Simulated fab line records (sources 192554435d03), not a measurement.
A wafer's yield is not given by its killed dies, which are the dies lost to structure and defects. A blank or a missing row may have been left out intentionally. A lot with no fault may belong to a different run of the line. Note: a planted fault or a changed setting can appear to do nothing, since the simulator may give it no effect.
Split-lot study	flow n5 finfet	on a route of 1938 steps: 7 lots, 21 wafers read

THE SPLIT
At N5_HKMG_FIN_COAT_06 (resist thk 90 nm), the setting spin rpm was moved away from the recipe's 1500 rpm on 7 of the 21 wafers read, by -10.4% to +11.2%. All remaining wafers had this setting at the recipe value.

FROM THE SPLIT TO THE READING: what the file shows between them, 4 steps
- N5_HKMG_FIN_EBR_08
- N5_HKMG_FIN_SOFTBAKE_07: time 60 s
- N5_HKMG_FIN_EXPOSE_09: exposes mask NWFM, target cd 98 nm
- N5_HKMG_FIN_PEB_10: peb time 60 s

THE READING
CAR-ArF_of_HKMG_FIN_COAT_06.thk nm (the simulator's own value, which no gauge read), in nm, at N5_HKMG_FIN_DEVELOP_11 (develop time 30 s). The file does not state a usual value for it. Here, 14 wafers ran the recipe; their average is 88.3 nm with a standard deviation of 0.22 nm.

wafer	tool, chamber at the split	spin rpm as run, rpm	against the recipe	CAR-ArF_of_HKMG_FIN_COAT_06.thk nm, nm	against lot-mates on the recipe
L075.1	litho track-05, 0	1500	recipe	88.2	-
L075.4	litho track-05, 0	1500	recipe	88.4	-
L075.6	litho track-05, 0	1500	recipe	88.4	-
L076.1	litho track-05, 0	1632	+8.8%	84.6	-3.8
L076.4	litho track-05, 0	1632	+8.8%	84.6	-3.8
L076.6	litho track-05, 0	1500	recipe	88.4	-
L077.2	litho track-04, 0	1500	recipe	88.4	-
L077.3	litho track-04, 0	1500	recipe	88.6	-
L077.4	litho track-04, 0	1649	+9.9%	84.4	-4.1
L078.1	litho track-05, 0	1668	+11.2%	83.4	-4.9
L078.4	litho track-05, 0	1500	recipe	88.4	-
L078.6	litho track-05, 0	1500	recipe	88.2	-
L079.1	litho track-01, 0	1590	+6.0%	86	-2.6
L079.3	litho track-01, 0	1590	+6.0%	86	-2.6
L079.4	litho track-01, 0	1500	recipe	88.6	-
L080.1	litho track-04, 0	1344	-10.4%	93	+5.0
L080.4	litho track-04, 0	1500	recipe	88	-
L080.6	litho track-04, 0	1500	recipe	88	-
L094.4	litho track-04, 0	1500	recipe	88	-
L094.5	litho track-04, 0	1500	recipe	88	-
L094.6	litho track-04, 0	1500	recipe	88	-

FIT RESULTS
A straight line over all 21 wafers: CAR-ArF_of_HKMG_FIN_COAT_06.thk nm changes by -0.422 nm for each +1% of spin rpm; r = -0.99; the points scatter about the line by 0.23 nm.
The same after taking each lot's own level away (the mean of its wafers on the recipe; 21 wafers): -0.443 nm for each +1%; r = -1.00; scatter 0.12 nm.
The reading moves by 5 nm for the largest change in spin rpm, on that fit.
Across the lots, their own levels run from 88.00 to 88.60 nm, a range of 2.7 times the standard deviation given above.
Consequently the slope shifts little with the lot-to-lot level, the two slopes agreeing.
Check: -4.91 nm against its lot-mates is what the line predicts for one of the wafers moved furthest among these (+11.2%) when that wafer is left out of the fit. Against them it came out at -4.9 nm.

THE OTHER SPLITS THESE WAFERS WENT THROUGH
Note: prior to the reading, these wafers also went through further splits. Each is held against what the fit with the lots' levels taken away leaves over:
other split on the same wafers	wafers away from the commonest value	r with CAR-ArF_of_HKMG_FIN_COAT_06.thk nm (lot level and that fit taken away)
N5_WELL_APT_COAT_19 spin rpm	5	-0.19
N5_PMOS_HMC_CHANNEL_EPI_PEB_07 peb temp c	2	+0.80
N5_DUMMY_GATE_COAT_28 spin rpm	7	-0.12
N5_SD_EPI_N_PEB_07 peb time s	10	-0.15
N5_SD_EPI_N_DESCUM_14 time s	8	-0.17
N5_SDB_EXPOSE_08 dose mj	6	-0.27
N5_HKMG_FIN_COAT_42 spin rpm	7	-0.12
N5_HKMG_FIN_ETCH_55 bias w	5	-0.03

THE WHOLE CHAIN: every reading that the file lists as answering this split, in the file's order
step	what it does	reading	change (the file's fit)	r (the file's)
N5_HKMG_FIN_COAT_06	resist thk 90 nm	CAR-ArF_of_HKMG_FIN_COAT_06.thk nm (the simulator's own value, which no gauge read)	-0.445 nm for each +1% of the setting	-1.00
N5_HKMG_FIN_DEVELOP_11	develop time 30 s	CAR-ArF_of_HKMG_FIN_COAT_06.thk nm (the simulator's own value, which no gauge read)	-0.441 nm for each +1% of the setting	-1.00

FILE'S OWN FIT
CAR-ArF_of_HKMG_FIN_COAT_06.thk nm changes by -0.441 nm for each +1% of spin rpm, r = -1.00.
